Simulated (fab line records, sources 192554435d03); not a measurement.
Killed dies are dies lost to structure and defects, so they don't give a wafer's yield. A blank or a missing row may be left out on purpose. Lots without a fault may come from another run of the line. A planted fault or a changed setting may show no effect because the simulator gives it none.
fab line records | flow n5_finfet
record lots=7 wafers=21 last_day=17
route steps=1938 shown BEOL_M0_SAQP@661 BEOL_M4@1111 PASSIVATION@1936
lots that met no fault: from a run of the same line without faults
start_h: hours from the record's first day to the start of the lot's first wafer shown | wait_h: hours since the lot's step before | " the same as in the row above | L1.1+2: a row that stands for several wafers | - no value, or no start given | * or withheld: withheld | < > ~ a bound
route shown NAME@n: a module of which the file shows steps, and the number in the route of the first | usual: mean/standard deviation of fault-free wafers | same: alike in all rows | chamber/n: place in a boat | sites: the reading at each site | _std_site: their standard deviation | _edge_site: outer sites' mean less inner sites' | radius_mm: how far each site lies from the wafer's centre | mask NAME#n: copy n | behind: the tool/chamber that last shaped the wafer | hold: why the lot was held/for how many hours/how that ended | device: the transistor (n, p or np) that didn't switch | end of line: the same wafers' tests at the end of the route | a step without rows: its recipe alone | killed: dies lost to structure and defects at the first sort, not the wafer's yield | map: a wafer's dies, x killed, . not, _ none there
set.NAME: the setting as run; set.NAME@STEP: as run at that earlier step | model.NAME: the simulator's own value behind a step, which no gauge read
lots at some steps of the route; a table a step, a row a wafer
services: from which hour (start_h, from the record's first day; less than 0 if before it) a tool's chamber was out of use, for how many hours, and why
## steps
# step N5_BEOL_M0_SAQP_SRD_93
# recipe dry=ipa_marangoni time_s=30 temp_c=23 rinse_liquid=diw
# step N5_BEOL_M0_SAQP_RECESS_114
# recipe chemistry=HF/NH3 target=SiO2 target_depth_a=144 afs_cycles=3 temp_c=30 sublimation_temp_c=180 sublimation_time_s=60
# step N5_BEOL_M0_SAQP_SPACER1_ALD_98
# recipe material=SiO2 target_thk_a=128 temp_c=300 ald_precursor_family=BDEAS ald_co_reactant=O2-plasma pulse_time_s=1 purge_time_s=2 co_reactant_purge_time_s=2 ald_cycles=138 pressure_torr=2
# usual heater_power_w=467/49 precursor_pulse_height_rel=1.001/0.021
# columns lot.wafer tool chamber start_h wait_h heater_power_w precursor_pulse_height_rel
L540.1 ald_sin-02 0 119.74 0.3 537 1.010
L540.5 " 3 " " 466 1.000
L540.6 " 0 " " 554 1.039
L542.3 ald_sin-01 2 133.87 0.2 384 0.983
L542.5 " 2 " " 378 0.984
L542.6 " 1 " " 528 1.031
L543.2 ald_sin-01 3 140.15 0.3 430 1.003
L543.5 " 0 " " 507 1.025
L543.6 " 3 " " 435 0.978
L545.1 ald_sin-01 0 150.86 0.3 514 0.998
L545.4 " 0 " " 502 0.984
L545.5 " 2 " " 389 0.983
L552.3 ald_sin-02 2 198.63 1.8 455 0.969
L552.4 " 3 " " 465 1.009
L552.6 " 0 " " 551 0.967
L556.2 ald_sin-01 0 215.38 0.8 497 0.993
L556.3 " 3 " " 434 0.977
L556.5 " 0 " " 490 1.010
L557.3 ald_sin-01 3 222.94 0.1 433 0.982
L557.4 " 0 " " 494 0.982
L557.5 " 2 " " 386 0.994
# step N5_BEOL_M0_SAQP_SPACER1_ETCHBACK_99
# recipe chemistry=CHF3/O2 mode=anisotropic_etchback target=SiO2 target_depth_a=154 time_s=7.7 pressure_mtorr=30 source_w=650 bias_w=170 Ar_flow_sccm=200 CHF3_flow_sccm=50 O2_flow_sccm=5 ion_energy_ev=200
# usual drypump_motor_current_A=5.8/0.53 oes_o_777_au=0.76/0.077 oes_product_au=0.76/0.084 rf_vpp_V=518/13 showerhead_plenum_p_Torr=2.41/0.077 throttle_valve_pct=18.80/0.22
# columns lot.wafer tool chamber start_h wait_h drypump_motor_current_A oes_o_777_au oes_product_au rf_hours_counter_h rf_vpp_V showerhead_plenum_p_Torr throttle_valve_pct
L540.1 rie_diel-06 0 120.26 0.3 5.9 0.75 0.74 177 540 2.49 19.06
L540.5 " 3 " " 5.2 0.75 0.75 - 511 2.29 18.73
L540.6 " 2 " " 6.2 0.90 0.93 - 510 2.38 19.03
L542.3 rie_diel-02 2 134.34 0.3 6.4 0.77 0.75 171 502 2.32 18.90
L542.5 " 2 " " 6.3 0.77 0.74 - 500 2.32 18.91
L542.6 " 1 " " 5.1 0.70 0.71 - 544 2.46 18.54
L543.2 rie_diel-06 3 140.63 0.3 5.2 0.75 0.74 159 511 2.29 18.75
L543.5 " 3 " " 5.2 0.75 0.74 - 512 2.29 18.74
L543.6 " 2 " " 6.2 0.89 0.92 - 511 2.38 19.04
L545.1 rie_diel-06 0 151.36 0.3 5.9 0.74 0.73 187 538 2.49 19.08
L545.4 " 1 " " 5.4 0.81 0.86 51 517 2.45 18.48
L545.5 " 0 " " 5.9 0.74 0.73 - 539 2.49 19.07
L552.3 rie_diel-04 2 199.11 0.3 4.9 0.74 0.72 205 512 2.47 18.79
L552.4 " 3 " " 5.9 0.71 0.67 238 513 2.27 18.89
L552.6 " 2 " " 4.9 0.74 0.72 - 512 2.47 18.77
L556.2 rie_diel-02 0 215.94 0.3 6.4 0.97 0.95 19 522 2.44 18.45
L556.3 " 2 " " 6.3 0.74 0.72 196 502 2.31 18.95
L556.5 " 2 " " 6.3 0.75 0.73 - 501 2.31 18.93
L557.3 rie_diel-04 2 223.42 0.3 4.9 0.73 0.72 213 513 2.46 18.78
L557.4 " 3 " " 5.9 0.69 0.66 246 514 2.27 18.90
L557.5 " 1 " " 6.3 0.71 0.71 - 527 2.48 18.63
# step N5_BEOL_M0_SAQP_MANDREL1_REMOVE_100
# recipe chemistry=HBr/Cl2/O2 bt_time_s=10 target=a-Si stop_on=SiNx endpoint=OES-SiCl over_etch_frac=0.85 icp_w=600 bias_w=30 HBr_flow_sccm=150 Cl2_flow_sccm=80 O2_flow_sccm=5 pressure_mtorr=10
# step N5_BEOL_M0_SAQP_CD_MEAS_25
# recipe target_cd_nm=13.1 landing_energy_ev=1000 detector=se_inlens
# usual cd_nm=12.88/0.24
# columns lot.wafer tool chamber start_h wait_h cd_nm
L540.1 cd_sem-02 0 120.46 0.1 12.85
L540.5 " 0 " " 12.82
L540.6 " 0 " " 13.07
L542.3 cd_sem-02 0 134.54 0.1 12.75
L542.5 " 0 " " 12.97
L542.6 " 0 " " 12.47
L543.2 cd_sem-02 0 140.82 0.1 12.84
L543.5 " 0 " " 12.89
L543.6 " 0 " " 12.69
L545.1 cd_sem-03 0 151.55 0.1 12.52
L545.4 " 0 " " 12.66
L545.5 " 0 " " 13.09
L552.3 cd_sem-03 0 199.31 0.1 12.92
L552.4 " 0 " " 13.25
L552.6 " 0 " " 12.78
L556.2 cd_sem-02 0 216.13 0.1 13.13
L556.3 " 0 " " 13.44
L556.5 " 0 " " 13.42
L557.3 cd_sem-02 0 223.62 0.1 12.89
L557.4 " 0 " " 12.89
L557.5 " 0 " " 12.72
# step N5_BEOL_M0_SAQP_ETCH_101
# recipe chemistry=CH3F/O2 target=SiNx mask_material=SiO2 target_depth_a=299 time_s=42.7 pressure_mtorr=30 source_w=395 bias_w=73 Ar_flow_sccm=150 CH3F_flow_sccm=30 O2_flow_sccm=20 ion_energy_ev=120
# usual drypump_motor_current_A=5.8/0.56 oes_f_703_au=0.76/0.083 oes_o_777_au=0.75/0.079 oes_product_au=0.75/0.076 rf_fwd_power_W=392.9/1.3 rf_vpp_V=294/7.3 showerhead_plenum_p_Torr=2.01/0.066 throttle_valve_pct=16.29/0.2
# columns lot.wafer tool chamber start_h wait_h drypump_motor_current_A oes_f_703_au oes_o_777_au oes_product_au rf_fwd_power_W rf_hours_counter_h rf_vpp_V showerhead_plenum_p_Torr throttle_valve_pct
L540.1 rie_diel-04 3 120.59 0.1 5.9 0.69 0.70 0.69 393.2 214 292 1.89 16.40
L540.5 " 2 " " 4.9 0.76 0.75 0.75 395.1 - 290 2.06 16.26
L540.6 " 1 " " 6.2 0.74 0.72 0.73 393.6 - 299 2.08 16.10
L542.3 rie_diel-02 3 134.58 0.0 6.5 0.70 0.69 0.71 390.9 176 289 2.00 16.41
L542.5 " 3 " " 6.5 0.71 0.69 0.71 391.9 - 289 2.00 16.42
L542.6 " 2 " " 6.3 0.75 0.75 0.74 392.8 - 284 1.92 16.38
L543.2 rie_diel-02 1 140.86 0.0 5.1 0.70 0.72 0.71 393.6 214 307 2.04 16.05
L543.5 " 2 " " 6.3 0.74 0.75 0.74 394.2 - 285 1.92 16.40
L543.6 " 3 " " 6.4 0.70 0.68 0.71 393.9 - 288 2.00 16.42
L545.1 rie_diel-02 3 151.64 0.1 6.5 0.70 0.68 0.70 392.4 182 289 2.00 16.42
L545.4 " 2 " " 6.3 0.75 0.75 0.75 393.6 176 286 1.92 16.42
L545.5 " 0 " " 6.4 1.06 1.06 1.02 392.2 - 297 2.04 15.85
L552.3 rie_diel-06 3 199.43 0.1 5.2 0.74 0.75 0.73 390.6 175 290 1.89 16.26
L552.4 " 1 " " 5.4 0.82 0.80 0.83 391.3 64 291 2.03 15.96
L552.6 " 1 " " 5.4 0.81 0.79 0.82 390.2 - 293 2.02 15.96
L556.2 rie_diel-04 2 216.17 0.0 4.9 0.74 0.74 0.72 394.3 211 292 2.05 16.30
L556.3 " 1 " " 6.3 0.72 0.70 0.70 393.4 208 300 2.07 16.15
L556.5 " 1 " " 6.3 0.73 0.70 0.71 393.9 - 300 2.07 16.15
L557.3 rie_diel-04 0 223.66 0.0 5.3 0.74 0.72 0.73 392.0 165 285 2.08 16.45
L557.4 " 3 " " 5.9 0.67 0.68 0.67 392.6 246 293 1.88 16.46
L557.5 " 1 " " 6.2 0.72 0.70 0.71 394.5 - 300 2.07 16.16
# step N5_BEOL_M0_SAQP_ETCH_102
# recipe chemistry=CF4 target=SiO2 target_depth_a=40 ion_energy_ev=350 time_s=4.4 pressure_mtorr=10 icp_w=800 bias_w=400 cf4_flow_sccm=80
# step N5_BEOL_M0_SAQP_MANDREL_ETCH_103
# recipe chemistry=HBr/Cl2 target=a-Si target_depth_a=450 bt_time_s=10 stop_on=SiCN mask_material=SiO2 over_etch_frac=0.8 time_s=27 pressure_mtorr=10 icp_w=800 bias_w=75 HBr_flow_sccm=150 Cl2_flow_sccm=80 ends=end_point
# usual HBr_flow_sccm=150.0/0.41 drypump_motor_current_A=5.7/0.43 oes_product_au=0.680/0.013 rf_fwd_power_W=794/3.2 throttle_valve_pct=35.6/0.47
# same over_etch_frac=0.8
# columns lot.wafer tool chamber start_h wait_h HBr_flow_sccm drypump_motor_current_A oes_product_au rf_fwd_power_W rf_hours_counter_h throttle_valve_pct
L540.1 rie_si-02 1 120.73 0.0 149.6 5.6 0.671 793 81 36.5
L540.5 " 3 " " 150.1 6.2 0.664 791 - 35.8
L540.6 " 2 " " 150.2 5.6 0.691 796 - 35.5
L542.3 rie_si-02 3 134.72 0.0 150.0 6.2 0.655 796 25 35.8
L542.5 " 2 " " 150.3 5.6 0.679 793 - 35.5
L542.6 " 1 " " 150.0 5.5 0.659 793 - 36.5
L543.2 rie_si-01 1 141.00 0.0 150.2 6.7 0.667 794 138 35.9
L543.5 " 0 " " 149.5 5.2 0.667 793 - 35.1
L543.6 " 1 " " 150.0 6.7 0.681 792 - 35.9
L545.1 rie_si-02 0 151.78 0.0 150.5 5.9 0.688 784 90 35.6
L545.4 " 3 " " 149.6 6.2 0.672 791 25 35.8
L545.5 " 1 " " 150.0 5.6 0.676 796 - 36.5
L552.3 rie_si-06 0 199.57 0.0 150.2 5.2 0.669 792 104 35.5
L552.4 " 1 " " 149.7 5.9 0.680 795 131 34.8
L552.6 " 1 " " 150.1 5.9 0.673 792 - 34.8
L556.2 rie_si-06 3 216.31 0.0 149.8 5.9 0.687 795 22 35.2
L556.3 " 0 " " 150.1 5.2 0.673 794 105 35.4
L556.5 " 1 " " 150.3 5.9 0.682 795 - 34.8
L557.3 rie_si-06 0 223.79 0.0 149.8 5.2 0.660 795 105 35.5
L557.4 " 2 " " 149.7 6.0 0.670 790 166 36.2
L557.5 " 2 " " 150.1 6.0 0.668 789 - 36.2
# step N5_BEOL_M0_SAQP_RECESS_104
# recipe chemistry=HF/NH3 target=SiO2 target_depth_a=180 afs_cycles=3 temp_c=30 sublimation_temp_c=180 sublimation_time_s=60
# step N5_BEOL_M0_SAQP_COAT_105
# recipe resist=SOC temp_c=250 time_s=60 spin_rpm=1500 resist_thk_nm=100
# step N5_BEOL_M0_SAQP_ETCH_106
# recipe chemistry=N2/H2 target=SOC target_depth_a=1500 stop_on=SiNx ion_energy_ev=100 bias_w=61 pressure_mtorr=30 source_w=850 n2_flow_sccm=200 h2_flow_sccm=200
# usual drypump_motor_current_A=5.8/0.5 oes_product_au=0.76/0.082 rf_fwd_power_W=843/3.3 rf_vpp_V=240.7/1.2 showerhead_plenum_p_Torr=2.54/0.083 throttle_valve_pct=17.8/0.32
# columns lot.wafer tool chamber start_h wait_h drypump_motor_current_A oes_product_au rf_fwd_power_W rf_hours_counter_h rf_vpp_V showerhead_plenum_p_Torr throttle_valve_pct
L540.1 rie_diel-06 3 121.31 - 5.2 0.74 839 153 239.4 2.45 18.0
L540.5 " 1 " " 5.4 0.85 836 - 241.8 2.57 17.1
L540.6 " 2 " " 6.2 0.91 844 - 239.8 2.48 17.7
L542.3 rie_diel-06 2 135.25 - 6.1 0.91 845 20 239.6 2.48 17.8
L542.5 " 3 " " 5.2 0.73 843 - 239.8 2.45 18.0
L542.6 " 2 " " 6.2 0.90 847 - 240.0 2.48 17.8
L543.2 rie_diel-06 2 141.53 - 6.2 0.89 844 22 240.7 2.48 17.8
L543.5 " 0 " " 5.9 0.72 849 - 242.0 2.66 18.1
L543.6 " 3 " " 5.2 0.73 843 - 238.7 2.45 18.0
L545.1 rie_diel-06 0 152.31 - 5.9 0.72 841 188 240.7 2.65 18.1
L545.4 " 3 " " 5.2 0.73 839 163 239.7 2.45 18.0
L545.5 " 3 " " 5.2 0.73 842 - 240.0 2.45 18.0
L552.3 rie_diel-04 3 200.13 - 5.9 0.66 839 238 237.7 2.39 17.8
L552.4 " 2 " " 4.9 0.72 847 205 241.8 2.62 17.7
L552.6 " 1 " " 6.3 0.72 845 - 242.0 2.65 17.7
L556.2 rie_diel-02 2 216.93 - 6.3 0.71 843 196 239.9 2.43 17.9
L556.3 " 3 " " 6.5 0.68 845 200 239.9 2.54 17.9
L556.5 " 3 " " 6.4 0.68 841 - 240.6 2.54 17.9
L557.3 rie_diel-04 3 224.33 - 5.9 0.66 838 246 237.6 2.39 17.8
L557.4 " 2 " " 4.9 0.72 843 213 241.7 2.62 17.7
L557.5 " 1 " " 6.2 0.70 848 - 242.7 2.64 17.7
# step N5_BEOL_M0_SAQP_ETCH_107
# recipe chemistry=CH3F/O2 target=SiNx target_depth_a=300 mask_material=SOC pressure_mtorr=30 source_w=395 bias_w=73 Ar_flow_sccm=150 CH3F_flow_sccm=30 O2_flow_sccm=20 ion_energy_ev=120
# usual drypump_motor_current_A=5.8/0.5 oes_f_703_au=0.78/0.09 oes_o_777_au=0.78/0.08 oes_product_au=0.78/0.086 rf_fwd_power_W=390.6/1.7 rf_vpp_V=294/7.1 showerhead_plenum_p_Torr=1.99/0.064 throttle_valve_pct=16.30/0.23
# columns lot.wafer tool chamber start_h wait_h drypump_motor_current_A oes_f_703_au oes_o_777_au oes_product_au rf_fwd_power_W rf_hours_counter_h rf_vpp_V showerhead_plenum_p_Torr throttle_valve_pct model.BEOL_M0_SAQP.feature_depth_nm
L540.1 rie_diel-06 3 121.37 0.0 5.2 0.76 0.77 0.74 388.7 153 291 1.90 16.22 30.4
L540.5 " 1 " " 5.4 0.84 0.84 0.88 389.0 - 292 2.03 15.89 31
L540.6 " 2 " " 6.2 0.95 0.91 0.94 391.1 - 290 1.97 16.44 30.8
L542.3 rie_diel-06 2 135.31 0.0 6.2 0.94 0.90 0.92 392.7 20 290 1.97 16.44 30.6
L542.5 " 3 " " 5.2 0.53 0.58 0.69 294.3 - 331 1.90 16.22 27.4
L542.6 " 2 " " 6.1 0.94 0.90 0.92 390.4 - 290 1.97 16.44 30.6
L543.2 rie_diel-06 2 141.59 0.0 6.2 0.94 0.89 0.93 391.5 22 289 1.97 16.47 31
L543.5 " 0 " " 5.9 0.73 0.74 0.74 390.0 - 306 2.07 16.56 30.4
L543.6 " 3 " " 5.2 0.53 0.58 0.70 295.4 - 329 1.90 16.21 27.6
L545.1 rie_diel-06 0 152.37 0.0 5.9 0.72 0.74 0.75 390.5 188 305 2.07 16.57 30.6
L545.4 " 3 " " 5.2 0.52 0.57 0.69 292.0 164 330 1.90 16.22 27.2
L545.5 " 3 " " 5.2 0.52 0.58 0.69 293.8 - 330 1.90 16.25 27.4
L552.3 rie_diel-04 3 200.19 0.0 5.9 0.68 0.68 0.66 391.3 238 291 1.89 16.45 27.8
L552.4 " 2 " " 4.9 0.75 0.74 0.72 391.1 205 292 2.05 16.26 29.2
L552.6 " 1 " " 6.3 0.72 0.70 0.71 392.7 - 300 2.07 16.13 29.2
L556.2 rie_diel-02 2 216.99 0.0 6.3 0.73 0.74 0.72 391.0 196 285 1.91 16.45 30.4
L556.3 " 3 " " 6.5 0.69 0.66 0.69 388.6 200 288 1.99 16.46 28.4
L556.5 " 3 " " 6.4 0.69 0.66 0.69 387.3 - 288 1.99 16.47 28.2
L557.3 rie_diel-04 3 224.39 0.0 5.9 0.67 0.67 0.67 389.4 246 292 1.88 16.46 28.4
L557.4 " 2 " " 4.9 0.74 0.74 0.72 392.0 213 292 2.05 16.31 29.6
L557.5 " 1 " " 6.2 0.72 0.70 0.71 392.4 - 299 2.07 16.14 29.2
# step N5_BEOL_M0_SAQP_STRIP_108
# recipe chemistry=N2/H2 power_w=500 temp_c=40 pressure_mtorr=50 rf_frequency_hz=6e+07 overash_fraction=0.3 bias_power_w=28 h2_frac=0.5 n2_flow_sccm=300 h2_flow_sccm=300
# step N5_BEOL_M4_RC_MEAS_101
# usual DIBL_N=37.0/2.3 DIBL_P=37.3/2.8 IOFF_N=0.17/0.046 IOFF_P=0.23/0.054 ION_N=675/14 ION_P=460/9.3 SS_N=71.7/0.73 SS_P=73.6/0.95 VT_N=249/3.9 VT_P=-250/3.9
# columns lot.wafer tool chamber start_h wait_h DIBL_N[mV/V] DIBL_P[mV/V] IOFF_N[nA/um] IOFF_P[nA/um] ION_N[uA/um] ION_P[uA/um] SS_N[mV/dec] SS_P[mV/dec] VT_N[mV] VT_P[mV]
L540.1 prober-02 0 173.23 0.0 36.9 36.2 0.19 0.22 675 455 71.6 73.3 245 -250
L540.5 " 0 " " 37.7 38.0 0.20 0.26 681 469 71.6 74.2 246 -248
L540.6 " 0 " " 34.2 33.5 0.11 0.17 648 449 70.9 72.7 256 -256
L542.3 prober-01 0 194.21 0.3 33.4 34.9 0.12 0.19 671 471 70.7 72.2 251 -251
L542.5 " 0 " " 36.8 38.8 0.16 0.25 681 471 71.7 73.7 254 -249
L542.6 " 0 " " 38.5 39.1 0.18 0.26 674 462 71.8 73.7 248 -249
L543.2 prober-01 0 201.37 0.2 33.2 34.3 0.12 0.19 649 454 71.3 72.5 254 -252
L543.5 " 0 " " 36.4 38.4 0.19 0.26 687 477 72.0 73.3 247 -246
L543.6 " 0 " " 37.0 39.1 0.20 0.27 690 470 71.7 73.7 245 -247
L545.1 prober-01 0 209.26 0.0 34.9 35.9 0.13 0.15 669 448 71.1 73.2 255 -260
L545.4 " 0 " " 34.7 36.1 0.13 0.16 667 455 71.3 73.0 252 -257
L545.5 " 0 " " 39.3 40.4 0.22 0.21 689 456 72.4 74.9 247 -253
L552.3 prober-01 0 281.14 0.3 38.5 37.5 0.20 0.25 667 458 72.4 74.2 248 -251
L552.4 " 0 " " 36.1 36.0 0.15 0.22 680 468 71.8 72.6 248 -246
L552.6 " 0 " " 39.4 38.4 0.20 0.25 664 449 73.3 74.2 250 -249
L556.2 prober-01 0 286.86 0.2 32.4 33.9 0.12 0.14 668 449 72.0 71.9 252 -257
L556.3 " 0 " " 31.7 34.1 0.11 0.15 659 455 70.6 72.5 255 -256
L556.5 " 0 " " 33.6 35.0 0.13 0.16 662 448 71.6 73.5 253 -254
L557.3 prober-02 0 289.24 0.3 38.5 37.5 0.19 0.24 700 472 70.6 74.1 249 -247
L557.4 " 0 " " 39.1 37.4 0.20 0.24 684 461 71.6 74.4 249 -248
L557.5 " 0 " " 41.1 39.3 0.25 0.29 691 463 72.0 75.2 244 -247
# step N5_PASSIVATION_PROBE_49
# usual defect_limited_yield=91.5/1.3 killed_at_M0_to_M3=36/10 killed_at_M4_up=13/4.7 killed_at_contacts=13/6.7 killed_at_front_end=37/9.7 killed_at_other=2.6/2.3 killed_dies=101/15 killed_open=67/12 killed_short=32/6.7 sort_bin_5_function=5.0/0.89 sort_bin_6_memory=3.2/0.63 sort_bin_8_speed=0.01/0.03 sort_n_pass=1079/16 sort_yield_pct=91.4/1.4
# same gross_dies=1180 killed_at_back_side=0 sort_bin_4_leakage[%]=0
# columns lot.wafer tool chamber start_h wait_h defect_limited_yield[%] killed_at_M0_to_M3 killed_at_M4_up killed_at_contacts killed_at_front_end killed_at_other killed_dies killed_open killed_short sort_bin_5_function[%] sort_bin_6_memory[%] sort_bin_8_speed[%] sort_n_pass sort_yield_pct[%]
L556.2 prober-02 - 402.43 0.1 92.6 21 15 4 42 5 87 46 32 3.9 2.8 0 1093 92.6
# killed by level:class
L556.2 FIN_SAQP:geometric_particle:open=9 DUMMY_GATE:geometric_particle:open=7 FIN_SAQP:geometric_particle:short=6 DUMMY_GATE:geometric_particle:short=5 HKMG_FIN:area_etch=5 BEOL_M3:geometric_particle:open=4 BEOL_M0:geometric_particle:open=3 BEOL_M0_SAQP:geometric_particle:short=3
## services
# columns tool chamber start_h hours kind
rie_diel-04 2 105.53 3.5 repair
rie_diel-02 0 133.14 - clean
rie_diel-02 0 133.14 - consumable_replace:focus_ring
rie_diel-02 0 133.14 16.0 scheduled_down
rie_diel-02 0 133.14 16.0 vent_cycle
rie_si-01 1 133.49 2.0 repair
rie_diel-04 2 140.05 19.5 repair
rie_si-02 - 146.73 2.8 pm
ald_sin-01 1 150.80 4.8 repair
rie_si-01 3 161.33 11.2 repair
ald_sin-01 3 162.13 2.0 repair
rie_si-02 3 170.94 14.0 repair
rie_si-06 - 171.15 0.3 repair
ald_sin-01 - 177.72 14.0 pm
ald_sin-01 0 177.72 14.0 vent_cycle
ald_sin-01 1 177.72 14.0 vent_cycle
ald_sin-01 2 177.72 14.0 vent_cycle
ald_sin-01 3 177.72 14.0 vent_cycle
rie_diel-04 3 180.80 1.6 repair
rie_si-01 2 188.42 3.4 repair
ald_sin-01 0 191.72 - clean
ald_sin-01 - 193.89 14.6 pm
rie_si-02 - 215.55 1.0 repair
rie_diel-02 1 222.31 5.3 repair
## key
first_sign step=N5_BEOL_M0_SAQP_ETCH_107 reading=rf_fwd_power_W direction=down sigmas=58 usual=* struck=*
effect step=N5_BEOL_M0_SAQP_ETCH_107 reading=rf_vpp_V direction=up sigmas=5 usual=294 struck=330
model_effect step=N5_BEOL_M0_SAQP_ETCH_107 value=BEOL_M0_SAQP.feature_depth_nm without=30.4 struck=27.4
met_at N5_BEOL_M0_SAQP_ETCH_107
struck_wafers L542.5,L543.6,L545.4,L545.5
onset_between 121.37 135.31
fault kind=process_parameter_drift tool=rie_diel-06 chamber=3 onset_h=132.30 steps=N5_BEOL_M0_SAQP_ETCH_107 channel=source_w offset=-94.8 shape=step end_h=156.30 acts_in=these_recipes_only stated=395
